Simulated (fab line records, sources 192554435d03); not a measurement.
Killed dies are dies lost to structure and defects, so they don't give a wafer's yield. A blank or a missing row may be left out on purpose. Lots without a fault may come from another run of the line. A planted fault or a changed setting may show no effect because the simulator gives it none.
fab line records | flow n5_finfet
record lots=5 wafers=15 last_day=15
route steps=1938 shown PASSIVATION@1897
lots that met no fault: from a run of the same line without faults
start_h: hours from the record's first day to the start of the lot's first wafer shown | wait_h: hours since the lot's step before | " the same as in the row above | L1.1+2: a row that stands for several wafers | - no value, or no start given | * or withheld: withheld | < > ~ a bound
route shown NAME@n: a module of which the file shows steps, and the number in the route of the first | usual: mean/standard deviation of fault-free wafers | same: alike in all rows | chamber/n: place in a boat | sites: the reading at each site | _std_site: their standard deviation | _edge_site: outer sites' mean less inner sites' | radius_mm: how far each site lies from the wafer's centre | mask NAME#n: copy n | behind: the tool/chamber that last shaped the wafer | hold: why the lot was held/for how many hours/how that ended | device: the transistor (n, p or np) that didn't switch | end of line: the same wafers' tests at the end of the route | a step without rows: its recipe alone | killed: dies lost to structure and defects at the first sort, not the wafer's yield | map: a wafer's dies, x killed, . not, _ none there
set.NAME: the setting as run; set.NAME@STEP: as run at that earlier step | model.NAME: the simulator's own value behind a step, which no gauge read
lots at some steps of the route; a table a step, a row a wafer
services: from which hour (start_h, from the record's first day; less than 0 if before it) a tool's chamber was out of use, for how many hours, and why
## steps
# step N5_PASSIVATION_HMDS_23
# recipe time_s=60 temp_c=120
# columns lot.wafer tool chamber start_h wait_h
L076.2+4+6 litho_track-02 0 266.29 0.1
L075.2+4+6 litho_track-05 0 280.88 0.1
L080.2+4+6 litho_track-05 0 307.55 0.1
L083.1+3+6 litho_track-05 0 326.45 0.1
L088.2+4+6 litho_track-02 0 353.46 0.1
# step N5_PASSIVATION_COAT_24
# recipe spin_rpm=3000 resist_thk_nm=withheld
# columns lot.wafer tool chamber start_h wait_h
L076.2+4+6 litho_track-02 0 - -
L075.2+4+6 litho_track-05 0 - -
L080.2+4+6 litho_track-05 0 - -
L083.1+3+6 litho_track-05 0 - -
L088.2+4+6 litho_track-02 0 - -
# step N5_PASSIVATION_EBR_26
# recipe solvent=PGMEA ebr_width_mm=1.5
# columns lot.wafer tool chamber start_h wait_h
L076.2+4+6 litho_track-02 0 - -
L075.2+4+6 litho_track-05 0 - -
L080.2+4+6 litho_track-05 0 - -
L083.1+3+6 litho_track-05 0 - -
L088.2+4+6 litho_track-02 0 - -
# step N5_PASSIVATION_SOFTBAKE_25
# recipe temp_c=100 time_s=90
# columns lot.wafer tool chamber start_h wait_h
L076.2+4+6 litho_track-02 0 - -
L075.2+4+6 litho_track-05 0 - -
L080.2+4+6 litho_track-05 0 - -
L083.1+3+6 litho_track-05 0 - -
L088.2+4+6 litho_track-02 0 - -
# step N5_PASSIVATION_EXPOSE_27
# recipe mask_id=PAD na=0.55 source_shape=conventional sigma_outer=0.8 polarization=unpolarized defocus_nm=0 dose_mj=32.3
# usual stage_vel_mm_s=500.06/0.25
# columns lot.wafer tool chamber start_h wait_h mask stage_vel_mm_s
L076.2 krf_scanner-02 0 266.40 - PAD#0 499.90
L076.4 " 0 " " PAD#0 499.80
L076.6 " 0 " " PAD#0 499.86
L075.2 krf_scanner-02 0 280.99 - PAD#0 500.10
L075.4 " 0 " " PAD#0 500.39
L075.6 " 0 " " PAD#0 499.72
L080.2 krf_scanner-02 0 307.79 - PAD#0 500.37
L080.4 " 0 " " PAD#0 500.08
L080.6 " 0 " " PAD#0 500.39
L083.1 krf_scanner-01 0 326.55 - PAD#0 500.30
L083.3 " 0 " " PAD#0 500.44
L083.6 " 0 " " PAD#0 500.29
L088.2 krf_scanner-02 0 353.58 - PAD#0 500.25
L088.4 " 0 " " PAD#0 499.80
L088.6 " 0 " " PAD#0 500.05
# step N5_PASSIVATION_PEB_28
# recipe peb_temp_c=withheld peb_time_s=*
# columns lot.wafer tool chamber start_h wait_h
L076.2+4+6 litho_track-03 0 266.45 0.0
L075.2+4+6 litho_track-05 0 281.04 0.0
L080.2+4+6 litho_track-02 0 307.84 0.0
L083.1+3+6 litho_track-05 0 326.61 0.1
L088.2+4+6 litho_track-05 0 353.63 0.0
# step N5_PASSIVATION_DEVELOP_29
# recipe develop_time_s=60 rinse_liquid=diw dry=air_spin dev_temp_c=21
# usual developer_temp_C=20.99/0.093
# same develop_time_s=60
# columns lot.wafer tool chamber start_h wait_h developer_temp_C
L076.2 litho_track-03 0 - - 20.96
L076.4 " 0 " " 20.96
L076.6 " 0 " " 20.89
L075.2 litho_track-05 0 - - 20.78
L075.4 " 0 " " 20.97
L075.6 " 0 " " 20.96
L080.2 litho_track-02 0 - - 20.92
L080.4 " 0 " " 21.00
L080.6 " 0 " " 21.12
L083.1 litho_track-05 0 - - 20.93
L083.3 " 0 " " 20.76
L083.6 " 0 " " 20.78
L088.2 litho_track-05 0 - - 21.03
L088.4 " 0 " " 21.02
L088.6 " 0 " " 20.96
# step N5_PASSIVATION_HARDBAKE_31
# recipe temp_c=130 time_s=120
# columns lot.wafer tool chamber start_h wait_h
L076.2+4+6 litho_track-03 0 - -
L075.2+4+6 litho_track-05 0 - -
L080.2+4+6 litho_track-02 0 - -
L083.1+3+6 litho_track-05 0 - -
L088.2+4+6 litho_track-05 0 - -
# step N5_PASSIVATION_CD_MEAS_30
# recipe target_cd_nm=4000 landing_energy_ev=500 detector=se_inlens polarity=opening
# usual cd_nm=4000.4/2.8
# columns lot.wafer tool chamber start_h wait_h cd_nm
L076.2 cd_sem-01 0 266.58 - 4004.4
L076.4 " 0 " " 4005.8
L076.6 " 0 " " 4004.4
L075.2 cd_sem-03 0 281.16 - 4001.0
L075.4 " 0 " " 4003.8
L075.6 " 0 " " 3998.3
L080.2 cd_sem-01 0 307.96 - 3999.0
L080.4 " 0 " " 4000.6
L080.6 " 0 " " 4003.5
L083.1 cd_sem-02 0 326.73 - 3993.3
L083.3 " 0 " " 3998.4
L083.6 " 0 " " 3996.9
L088.2 cd_sem-01 0 353.75 - 3999.5
L088.4 " 0 " " 4001.0
L088.6 " 0 " " 3994.2
# step N5_PASSIVATION_OVL_MEAS_63
# recipe points_per_wafer=44
# usual PAD_OVL=4/4.2
# columns lot.wafer tool chamber start_h wait_h PAD_OVL[nm]
L076.2 overlay-01 0 266.61 0.0 6
L076.4 " 0 " " 13
L076.6 " 0 " " 9
L075.2 overlay-02 0 281.19 0.0 8
L075.4 " 0 " " 3
L075.6 " 0 " " 5
L080.2 overlay-01 0 307.99 0.0 0
L080.4 " 0 " " -4
L080.6 " 0 " " -2
L083.1 overlay-02 0 326.76 0.0 2
L083.3 " 0 " " 1
L083.6 " 0 " " 6
L088.2 overlay-01 0 353.78 0.0 2
L088.4 " 0 " " 5
L088.6 " 0 " " 8
# step N5_PASSIVATION_INSPECT_64
# recipe mode=adi inspect_instrument=macro
# usual raw_defect_count=2/1.5
# columns lot.wafer tool chamber start_h wait_h raw_defect_count
L076.2 defect_inspect-02 - 266.63 0.0 5
L076.4 " - " " 0
L076.6 " - " " 0
L075.2 defect_inspect-02 - 281.22 0.0 2
L075.4 " - " " 3
L075.6 " - " " 1
L080.2 defect_inspect-01 - 308.02 0.0 1
L080.4 " - " " 4
L080.6 " - " " 6
L083.1 defect_inspect-01 - 326.78 0.0 0
L083.3 " - " " 2
L083.6 " - " " 1
L088.2 defect_inspect-02 - 353.80 0.0 2
L088.4 " - " " 0
L088.6 " - " " 0
# step N5_PASSIVATION_DESCUM_32
# recipe chemistry=O2 time_s=7.9 source_power_w=50 bias_power_w=20 pressure_mtorr=20 rf_frequency_hz=2.712e+07 temp_c=40 o2_flow_sccm=225
# usual drypump_motor_current_A=5.6/0.59 oes_product_au=0.82/0.077 rf_fwd_power_W=49.68/0.18 rf_vpp_V=243.6/1.3 showerhead_plenum_p_Torr=2.12/0.079 temp_c=40.00/0.11 throttle_valve_pct=20.42/0.18
# columns lot.wafer tool chamber start_h wait_h drypump_motor_current_A oes_product_au rf_fwd_power_W rf_hours_counter_h rf_vpp_V showerhead_plenum_p_Torr temp_c throttle_valve_pct
L076.2 rie_diel-06 3 266.81 0.2 5.9 0.77 49.53 129 242.8 2.10 39.99 20.47
L076.4 " 0 " " 6.2 0.93 49.35 12 243.4 2.04 40.10 20.38
L076.6 " 3 " " 5.8 0.79 49.55 - 244.1 2.10 40.05 20.46
L075.2 rie_diel-05 0 281.38 0.2 4.8 0.91 49.42 28 245.7 2.24 40.05 20.54
L075.4 " 0 " " 4.8 0.91 49.56 - 245.7 2.24 40.22 20.55
L075.6 " 2 " " 5.3 0.83 49.64 - 244.0 2.12 39.97 20.19
L080.2 rie_diel-05 1 308.13 0.1 5.3 0.86 49.92 53 245.4 2.20 39.90 20.45
L080.4 " 2 " " 5.3 0.81 49.91 - 243.9 2.11 39.91 20.20
L080.6 " 1 " " 5.3 0.85 49.82 - 243.6 2.20 39.91 20.46
L083.1 rie_diel-05 2 326.82 0.0 5.3 0.79 49.62 112 243.5 2.11 39.88 20.22
L083.3 " 0 " " 4.8 0.88 49.96 46 244.5 2.24 40.08 20.57
L083.6 " 2 " " 5.3 0.79 49.62 - 243.7 2.11 39.94 20.22
L088.2 rie_diel-04 2 353.84 0.0 5.7 0.85 49.83 68 243.2 2.02 40.04 20.32
L088.4 " 1 " " 5.9 0.86 49.79 44 244.5 2.15 40.17 20.85
L088.6 " 2 " " 5.6 0.84 49.75 - 241.3 2.02 39.84 20.32
# step N5_PASSIVATION_AL_ETCH_33
# recipe chemistry=Cl2/BCl3 target_depth_a=28000 over_etch_frac=0.15 Cl2_flow_sccm=180 bcl3_flow_sccm=60 target=Al stop_on=TaN time_s=466.7 ion_energy_ev=100 pressure_mtorr=10 icp_w=900 bias_w=100
# usual drypump_motor_current_A=5.8/0.37 oes_product_au=0.73/0.062 rf_fwd_power_W=898.7/2.8 throttle_valve_pct=34.08/0.23
# columns lot.wafer tool chamber start_h wait_h drypump_motor_current_A oes_product_au rf_fwd_power_W rf_hours_counter_h throttle_valve_pct
L076.2 rie_metal-01 1 266.89 0.1 5.6 0.79 899.1 8 34.26
L076.4 " 1 " " 5.5 0.80 898.4 - 34.24
L076.6 " 1 " " 5.5 0.80 901.6 - 34.24
L075.2 rie_metal-03 0 281.60 0.2 5.3 0.77 898.2 - 33.80
L075.4 " 0 " " 5.3 0.77 898.1 - 33.79
L075.6 " 0 " " 5.3 0.77 894.5 - 33.78
L080.2 rie_metal-01 1 308.23 0.1 5.5 0.76 896.0 12 34.27
L080.4 " 1 " " 5.6 0.78 897.1 - 34.25
L080.6 " 0 " " 5.9 0.65 899.8 - 34.07
L083.1 rie_metal-03 1 326.90 0.1 5.6 0.86 897.2 2 34.33
L083.3 " 1 " " 5.6 0.89 898.0 - 34.28
L083.6 " 1 " " 5.6 0.88 897.9 - 34.27
L088.2 rie_metal-03 0 353.92 0.1 5.4 0.73 901.4 35 33.84
L088.4 " 1 " " 5.6 0.86 901.1 - 34.29
L088.6 " 1 " " 5.6 0.86 898.7 - 34.31
# step N5_PASSIVATION_ETCH_59
# recipe chemistry=Cl2/BCl3 target=TaN target_depth_a=650 time_s=34.9 ion_energy_ev=100 pressure_mtorr=10 icp_w=900 bias_w=100 Cl2_flow_sccm=60 bcl3_flow_sccm=30
# usual drypump_motor_current_A=5.7/0.37 oes_product_au=0.80/0.068 rf_fwd_power_W=893/3.7 throttle_valve_pct=20.99/0.079
# columns lot.wafer tool chamber start_h wait_h drypump_motor_current_A oes_product_au rf_fwd_power_W rf_hours_counter_h throttle_valve_pct
L076.2 rie_metal-01 1 267.29 0.3 5.5 0.89 892 8 20.95
L076.4 " 1 " " 5.5 0.88 893 - 20.96
L076.6 " 1 " " 5.5 0.90 890 - 20.95
L075.2 rie_metal-03 0 282.30 0.6 5.4 0.82 898 - 20.95
L075.4 " 0 " " 5.3 0.83 897 - 20.93
L075.6 " 0 " " 5.3 0.82 900 - 20.96
L080.2 rie_metal-01 1 308.63 0.3 5.5 0.87 888 12 20.95
L080.4 " 1 " " 5.6 0.88 888 - 20.95
L080.6 " 0 " " 5.9 0.73 891 - 20.91
L083.1 rie_metal-03 1 327.31 0.3 5.6 0.97 896 2 21.16
L083.3 " 1 " " 5.6 0.97 895 - 21.16
L083.6 " 1 " " 5.6 0.96 894 - 21.17
L088.2 rie_metal-03 0 354.32 0.3 5.4 0.78 897 36 20.99
L088.4 " 1 " " 5.7 0.93 894 - 21.17
L088.6 " 1 " " 5.6 0.93 897 - 21.18
# step N5_PASSIVATION_STRIP_34
# recipe chemistry=O2 power_w=600 temp_c=60 pressure_mtorr=30 rf_frequency_hz=6e+07 bias_power_w=0 overash_fraction=2 o2_flow_sccm=225
# usual drypump_motor_current_A=5.5/0.58 oes_product_au=0.82/0.073 rf_vpp_V=3.7/1.4 showerhead_plenum_p_Torr=2.13/0.078 temp_c=59.99/0.14 throttle_valve_pct=16.66/0.16
# columns lot.wafer tool chamber start_h wait_h drypump_motor_current_A oes_product_au rf_hours_counter_h rf_vpp_V showerhead_plenum_p_Torr temp_c throttle_valve_pct
L076.2 rie_diel-06 0 267.41 0.1 6.3 0.95 12 3.1 2.04 59.92 16.57
L076.4 " 1 " " 4.8 0.68 240 4.4 2.04 60.17 16.83
L076.6 " 3 " " 5.9 0.79 - 3.8 2.10 59.85 16.73
L075.2 rie_diel-05 0 282.50 0.2 4.8 0.92 29 4.3 2.25 59.48 16.68
L075.4 " 0 " " 4.8 0.94 - 4.4 2.25 59.79 16.68
L075.6 " 2 " " 5.3 0.83 - 2.4 2.12 59.65 16.39
L080.2 rie_diel-05 0 308.74 0.1 4.8 0.90 43 4.4 2.24 59.83 16.73
L080.4 " 1 " " 5.4 0.84 - 3.7 2.20 60.06 16.69
L080.6 " 0 " " 4.8 0.87 - 4.0 2.24 59.81 16.73
L083.1 rie_diel-04 2 327.42 0.1 5.7 0.88 57 5.7 2.02 59.94 16.52
L083.3 " 1 " " 5.9 0.90 33 4.2 2.16 60.14 16.93
L083.6 " 2 " " 5.6 0.87 - 2.5 2.02 59.90 16.57
L088.2 rie_diel-06 1 354.44 0.1 4.8 0.92 16 3.8 2.03 60.10 16.37
L088.4 " 2 " " 5.1 0.75 160 3.3 2.21 60.05 16.56
L088.6 " 3 " " 5.9 0.74 - 4.3 2.09 60.11 16.80
# step N5_PASSIVATION_STRIP_51
# recipe chemistry=post_etch_residue_remover time_s=1200 temp_c=72.5
# usual temp_c=72.50/0.13
# columns lot.wafer tool chamber start_h wait_h temp_c
L076.2 wet_bench-06 3 267.48 - 72.55
L076.4 " 6 " " 72.36
L076.6 " 4 " " 72.29
L075.2 wet_bench-03 1 282.56 - 72.29
L075.4 " 0 " " 72.56
L075.6 " 3 " " 72.59
L080.2 wet_bench-05 7 308.81 - 72.45
L080.4 " 1 " " 72.50
L080.6 " 3 " " 72.50
L083.1 wet_bench-03 7 327.49 - 72.54
L083.3 " 5 " " 72.60
L083.6 " 6 " " 72.45
L088.2 wet_bench-03 1 354.51 - 72.70
L088.4 " 6 " " 72.55
L088.6 " 2 " " 72.16
# step N5_PASSIVATION_CLEAN_69
# recipe chemistry=IPA time_s=180 temp_c=25
# usual temp_c=25.00/0.11
# columns lot.wafer tool chamber start_h wait_h temp_c
L076.2 wet_bench-06 3 267.81 0.0 24.96
L076.4 " 6 " " 25.10
L076.6 " 4 " " 25.06
L075.2 wet_bench-03 1 282.90 0.0 24.90
L075.4 " 0 " " 25.04
L075.6 " 3 " " 25.06
L080.2 wet_bench-05 7 309.14 0.0 25.11
L080.4 " 1 " " 25.07
L080.6 " 3 " " 25.09
L083.1 wet_bench-03 7 328.16 0.0 24.91
L083.3 " 5 " " 24.97
L083.6 " 6 " " 24.89
L088.2 wet_bench-03 1 354.84 0.0 25.05
L088.4 " 6 " " 24.96
L088.6 " 2 " " 25.04
# step N5_PASSIVATION_SRD_70
# recipe dry=ipa_marangoni time_s=30 temp_c=23 rinse_liquid=diw
# usual temp_c=23.01/0.11
# columns lot.wafer tool chamber start_h wait_h temp_c
L076.2 wet_bench-06 3 267.86 0.0 22.85
L076.4 " 6 " " 23.08
L076.6 " 4 " " 23.02
L075.2 wet_bench-03 1 282.95 0.0 23.05
L075.4 " 0 " " 22.91
L075.6 " 3 " " 23.02
L080.2 wet_bench-05 7 309.20 0.0 22.79
L080.4 " 1 " " 23.10
L080.6 " 3 " " 23.00
L083.1 wet_bench-03 7 328.26 0.0 23.09
L083.3 " 5 " " 22.99
L083.6 " 6 " " 22.94
L088.2 wet_bench-03 1 354.89 0.0 23.24
L088.4 " 6 " " 23.07
L088.6 " 2 " " 23.05
# step N5_PASSIVATION_PECVD_53
# recipe material=SiO2 target_thk_a=8000 temp_c=400 precursor=TEOS/O2 pressure_torr=6.5 rf_w=withheld teos_flow_sccm=withheld gas=O2 flow_sccm=2650 time_s=169.4
# columns lot.wafer tool chamber start_h wait_h
L076.2+4+6 pecvd-04 2,0,2 267.91 0.0
L075.2+4+6 pecvd-01 2,2,1 283.00 0.0
L080.2+4+6 pecvd-04 0,0,1 309.24 0.0
L083.1+3+6 pecvd-04 0,2,1 328.32 0.0
L088.2+4+6 pecvd-01 0,1,2 354.94 0.0
# step N5_PASSIVATION_PECVD_35
# recipe material=SiNx target_thk_a=7000 temp_c=400 precursor=SiH4/NH3/N2 pressure_torr=4.9 rf_w=1406 time_s=151.3
# usual heater_power_w=373/87 rf_fwd_power_W=1401/4.1 showerhead_plenum_p_Torr=8.70/0.073 throttle_valve_pct=29.9/1.5
# columns lot.wafer tool chamber start_h wait_h heater_power_w rf_fwd_power_W showerhead_plenum_p_Torr throttle_valve_pct
L076.2 pecvd-04 2 268.02 0.1 308 1400 8.67 27.9
L076.4 " 0 " " 337 1396 8.76 31.3
L076.6 " 2 " " 339 1389 8.69 27.5
L075.2 pecvd-01 2 283.11 0.1 330 1400 8.74 28.3
L075.4 " 2 " " 367 1403 8.73 28.0
L075.6 " 1 " " 561 1396 8.68 30.1
L080.2 pecvd-04 0 309.35 0.1 270 1404 8.74 31.4
L080.4 " 0 " " 301 1401 8.74 31.6
L080.6 " 1 " " 243 1405 8.64 30.9
L083.1 pecvd-04 0 328.44 0.1 310 1398 8.75 31.4
L083.3 " 2 " " 404 1405 8.69 26.3
L083.6 " 1 " " 298 1400 8.65 31.0
L088.2 pecvd-01 0 355.05 0.1 491 1399 8.73 31.4
L088.4 " 1 " " 519 1402 8.70 29.8
L088.6 " 2 " " 398 1406 8.74 28.5
# step N5_PASSIVATION_HMDS_37
# recipe time_s=60 temp_c=120
# columns lot.wafer tool chamber start_h wait_h
L076.2+4+6 litho_track-05 0 268.16 0.1
L075.2+4+6 litho_track-02 0 283.25 0.1
L080.2+4+6 litho_track-05 0 309.49 0.1
L083.1+3+6 litho_track-05 0 328.57 0.1
L088.2+4+6 litho_track-05 0 355.19 0.1
# step N5_PASSIVATION_COAT_38
# recipe spin_rpm=3000 resist_thk_nm=withheld
# columns lot.wafer tool chamber start_h wait_h
L076.2+4+6 litho_track-05 0 - -
L075.2+4+6 litho_track-02 0 - -
L080.2+4+6 litho_track-05 0 - -
L083.1+3+6 litho_track-05 0 - -
L088.2+4+6 litho_track-05 0 - -
# step N5_PASSIVATION_EBR_40
# recipe solvent=PGMEA ebr_width_mm=1.5
# columns lot.wafer tool chamber start_h wait_h
L076.2+4+6 litho_track-05 0 - -
L075.2+4+6 litho_track-02 0 - -
L080.2+4+6 litho_track-05 0 - -
L083.1+3+6 litho_track-05 0 - -
L088.2+4+6 litho_track-05 0 - -
# step N5_PASSIVATION_SOFTBAKE_39
# recipe temp_c=110 time_s=120
# columns lot.wafer tool chamber start_h wait_h
L076.2+4+6 litho_track-05 0 - -
L075.2+4+6 litho_track-02 0 - -
L080.2+4+6 litho_track-05 0 - -
L083.1+3+6 litho_track-05 0 - -
L088.2+4+6 litho_track-05 0 - -
# step N5_PASSIVATION_EXPOSE_41
# recipe mask_id=PASS_OPEN na=0.55 defocus_nm=0 source_shape=conventional sigma_outer=0.8 polarization=unpolarized target_cd_nm=40000 dose_mj=57.25
# usual stage_vel_mm_s=500.01/0.25
# columns lot.wafer tool chamber start_h wait_h mask stage_vel_mm_s
L076.2 krf_scanner-01 0 268.40 - PASS_OPEN#0 500.06
L076.4 " 0 " " PASS_OPEN#0 500.58
L076.6 " 0 " " PASS_OPEN#0 500.02
L075.2 krf_scanner-02 0 283.49 - PASS_OPEN#0 499.93
L075.4 " 0 " " PASS_OPEN#0 500.08
L075.6 " 0 " " PASS_OPEN#0 500.11
L080.2 krf_scanner-01 0 309.74 - PASS_OPEN#0 500.00
L080.4 " 0 " " PASS_OPEN#0 500.03
L080.6 " 0 " " PASS_OPEN#0 500.28
L083.1 krf_scanner-02 0 328.85 - PASS_OPEN#0 500.16
L083.3 " 0 " " PASS_OPEN#0 500.18
L083.6 " 0 " " PASS_OPEN#0 500.21
L088.2 krf_scanner-02 0 355.44 - PASS_OPEN#0 500.10
L088.4 " 0 " " PASS_OPEN#0 499.70
L088.6 " 0 " " PASS_OPEN#0 500.14
# step N5_PASSIVATION_PEB_42
# recipe peb_temp_c=withheld peb_time_s=*
# columns lot.wafer tool chamber start_h wait_h
L076.2+4+6 litho_track-03 0 268.46 0.0
L075.2+4+6 litho_track-03 0 283.55 0.0
L080.2+4+6 litho_track-05 0 309.79 0.0
L083.1+3+6 litho_track-02 0 328.91 0.1
L088.2+4+6 litho_track-05 0 355.49 0.0
# step N5_PASSIVATION_DEVELOP_43
# recipe develop_time_s=60 rinse_liquid=diw dry=air_spin dev_temp_c=21
# usual developer_temp_C=20.99/0.096
# same develop_time_s=60
# columns lot.wafer tool chamber start_h wait_h developer_temp_C
L076.2 litho_track-03 0 - - 20.95
L076.4 " 0 " " 21.06
L076.6 " 0 " " 21.03
L075.2 litho_track-03 0 - - 20.97
L075.4 " 0 " " 21.01
L075.6 " 0 " " 21.03
L080.2 litho_track-05 0 - - 20.91
L080.4 " 0 " " 20.81
L080.6 " 0 " " 20.92
L083.1 litho_track-02 0 - - 20.97
L083.3 " 0 " " 20.88
L083.6 " 0 " " 20.95
L088.2 litho_track-05 0 - - 20.97
L088.4 " 0 " " 20.96
L088.6 " 0 " " 21.08
# step N5_PASSIVATION_HARDBAKE_45
# recipe temp_c=130 time_s=120
# columns lot.wafer tool chamber start_h wait_h
L076.2+4+6 litho_track-03 0 - -
L075.2+4+6 litho_track-03 0 - -
L080.2+4+6 litho_track-05 0 - -
L083.1+3+6 litho_track-02 0 - -
L088.2+4+6 litho_track-05 0 - -
# step N5_PASSIVATION_CD_MEAS_44
# recipe target_cd_nm=40000 landing_energy_ev=500 detector=se_inlens
# usual cd_nm=39997/4.6
# columns lot.wafer tool chamber start_h wait_h cd_nm
L076.2 cd_sem-02 0 268.58 - 39998
L076.4 " 0 " " 39997
L076.6 " 0 " " 39995
L075.2 cd_sem-03 0 283.67 - 39996
L075.4 " 0 " " 39997
L075.6 " 0 " " 39994
L080.2 cd_sem-03 0 309.91 - 39990
L080.4 " 0 " " 39993
L080.6 " 0 " " 39989
L083.1 cd_sem-03 0 329.03 - 40001
L083.3 " 0 " " 40004
L083.6 " 0 " " 40005
L088.2 cd_sem-03 0 355.61 - 39993
L088.4 " 0 " " 39992
L088.6 " 0 " " 39993
# step N5_PASSIVATION_OVL_MEAS_66
# recipe points_per_wafer=44
# usual PASS_OPEN_OVL=0/6.2
# columns lot.wafer tool chamber start_h wait_h PASS_OPEN_OVL[nm]
L076.2 overlay-01 0 268.61 0.0 7
L076.4 " 0 " " 12
L076.6 " 0 " " 19
L075.2 overlay-01 0 283.70 0.0 -12
L075.4 " 0 " " -3
L075.6 " 0 " " -7
L080.2 overlay-01 0 309.94 0.0 -6
L080.4 " 0 " " -2
L080.6 " 0 " " -1
L083.1 overlay-02 0 329.06 0.0 4
L083.3 " 0 " " 0
L083.6 " 0 " " -5
L088.2 overlay-02 0 355.64 0.0 9
L088.4 " 0 " " 5
L088.6 " 0 " " 5
# step N5_PASSIVATION_INSPECT_67
# recipe mode=adi inspect_instrument=macro
# usual raw_defect_count=2.2/1.6
# columns lot.wafer tool chamber start_h wait_h raw_defect_count
L076.2 defect_inspect-02 - 268.63 0.0 4
L076.4 " - " " 5
L076.6 " - " " 5
L075.2 defect_inspect-02 - 283.73 0.0 2
L075.4 " - " " 2
L075.6 " - " " 0
L080.2 defect_inspect-01 - 309.97 0.0 1
L080.4 " - " " 2
L080.6 " - " " 5
L083.1 defect_inspect-01 - 329.09 0.0 2
L083.3 " - " " 1
L083.6 " - " " 7
L088.2 defect_inspect-02 - 355.66 0.0 0
L088.4 " - " " 1
L088.6 " - " " 1
# step N5_PASSIVATION_DESCUM_46
# recipe chemistry=O2 time_s=7.9 source_power_w=50 bias_power_w=20 pressure_mtorr=20 rf_frequency_hz=2.712e+07 temp_c=40 o2_flow_sccm=225
# usual drypump_motor_current_A=5.7/0.58 oes_product_au=0.82/0.085 rf_fwd_power_W=49.39/0.2 rf_vpp_V=243.4/1.2 showerhead_plenum_p_Torr=2.10/0.078 temp_c=40.00/0.1 throttle_valve_pct=20.45/0.22
# columns lot.wafer tool chamber start_h wait_h drypump_motor_current_A oes_product_au rf_fwd_power_W rf_hours_counter_h rf_vpp_V showerhead_plenum_p_Torr temp_c throttle_valve_pct
L076.2 rie_diel-05 0 268.67 0.0 4.8 0.92 49.49 22 246.4 2.25 39.90 20.55
L076.4 " 0 " " 4.8 0.93 49.74 - 244.7 2.25 39.96 20.55
L076.6 " 2 " " 5.3 0.83 49.28 - 243.9 2.12 39.78 20.17
L075.2 rie_diel-04 3 283.88 0.1 6.2 0.74 49.40 162 242.4 2.00 39.94 20.70
L075.4 " 0 " " 6.7 0.70 49.48 222 245.0 2.13 40.02 20.33
L075.6 " 2 " " 5.7 0.90 49.78 - 241.8 2.03 40.08 20.28
L080.2 rie_diel-04 2 310.16 0.2 5.6 0.88 49.42 50 241.6 2.02 40.03 20.29
L080.4 " 1 " " 5.9 0.90 49.57 26 244.9 2.16 40.14 20.82
L080.6 " 2 " " 5.7 0.87 49.53 - 242.5 2.02 39.95 20.29
L083.1 rie_diel-04 0 329.39 0.3 6.7 0.68 49.19 238 243.8 2.13 40.05 20.35
L083.3 " 1 " " 5.9 0.88 49.34 34 244.4 2.15 40.14 20.84
L083.6 " 3 " " 6.2 0.72 48.94 - 241.9 1.99 40.06 20.72
L088.2 rie_diel-05 0 355.70 0.0 4.8 0.86 49.66 56 245.4 2.23 39.90 20.59
L088.4 " 2 " " 5.3 0.78 49.18 125 243.9 2.10 40.00 20.24
L088.6 " 3 " " 6.3 0.89 49.15 - 243.4 2.13 40.07 20.27
# step N5_PASSIVATION_PASS_ETCH_47
# recipe chemistry=CF4/O2 target=SiNx target_depth_a=7700 time_s=385 ion_energy_ev=100 pressure_mtorr=40 source_w=535 bias_w=49 Ar_flow_sccm=100 cf4_flow_sccm=100 O2_flow_sccm=10
# usual drypump_motor_current_A=5.7/0.58 oes_ar_750_au=0.81/0.092 oes_product_au=0.82/0.085 rf_fwd_power_W=534.1/1.7 rf_vpp_V=244/6.6 showerhead_plenum_p_Torr=2.22/0.074 throttle_valve_pct=15.90/0.2
# columns lot.wafer tool chamber start_h wait_h drypump_motor_current_A oes_ar_750_au oes_product_au rf_fwd_power_W rf_hours_counter_h rf_vpp_V showerhead_plenum_p_Torr throttle_valve_pct
L076.2 rie_diel-05 0 268.70 0.0 4.8 0.96 0.94 533.5 23 246 2.34 15.76
L076.4 " 0 " " 4.8 0.97 0.93 533.6 - 245 2.34 15.76
L076.6 " 2 " " 5.3 0.79 0.82 535.4 - 238 2.21 15.48
L075.2 rie_diel-04 3 283.91 0.0 6.2 0.73 0.73 533.7 162 248 2.12 16.21
L075.4 " 0 " " 6.7 0.71 0.71 534.0 222 252 2.27 16.03
L075.6 " 2 " " 5.6 0.85 0.88 531.9 - 249 2.14 15.72
L080.2 rie_diel-04 2 310.19 0.0 5.7 0.82 0.86 534.3 50 249 2.14 15.74
L080.4 " 1 " " 5.9 0.93 0.91 533.4 27 234 2.25 16.06
L080.6 " 2 " " 5.7 0.83 0.87 533.3 - 248 2.14 15.73
L083.1 rie_diel-04 0 329.42 0.0 6.7 0.70 0.70 531.3 238 250 2.27 16.07
L083.3 " 1 " " 5.9 0.92 0.90 535.3 34 236 2.25 16.06
L083.6 " 3 " " 6.2 0.72 0.72 535.9 - 247 2.12 16.23
L088.2 rie_diel-05 0 355.73 0.0 4.8 0.90 0.88 534.8 56 246 2.33 15.83
L088.4 " 2 " " 5.3 0.75 0.77 534.5 125 239 2.20 15.56
L088.6 " 3 " " 6.3 0.89 0.88 530.3 - 249 2.23 15.64
## services
# columns tool chamber start_h hours kind
litho_track-02 - 247.64 - consumable_replace:filter
litho_track-05 - 250.92 - consumable_replace:filter
krf_scanner-02 0 253.81 - calibration
krf_scanner-01 - 254.23 4.4 pm
krf_scanner-02 - 258.64 1.0 pm
wet_bench-03 - 260.60 3.7 repair
rie_metal-03 - 264.48 1.2 repair
rie_metal-03 1 268.04 - clean
rie_metal-03 1 268.04 34.8 scheduled_down
rie_metal-03 0 269.77 1.1 repair
krf_scanner-01 - 271.98 1.0 repair
pecvd-04 2 272.32 2.5 repair
rie_metal-01 0 279.32 6.2 repair
krf_scanner-02 - 283.70 0.3 repair
pecvd-01 2 298.12 1.9 repair
pecvd-01 - 301.37 14.6 pm
krf_scanner-02 - 316.64 0.8 pm
krf_scanner-01 - 328.39 3.6 pm
krf_scanner-01 - 335.63 1.0 pm
rie_diel-06 0 336.10 14.8 repair
rie_diel-05 0 345.00 5.6 repair
krf_scanner-01 - 346.98 1.3 pm
pecvd-01 1 348.44 6.4 repair
rie_metal-01 0 351.79 6.4 repair
## key
fault none
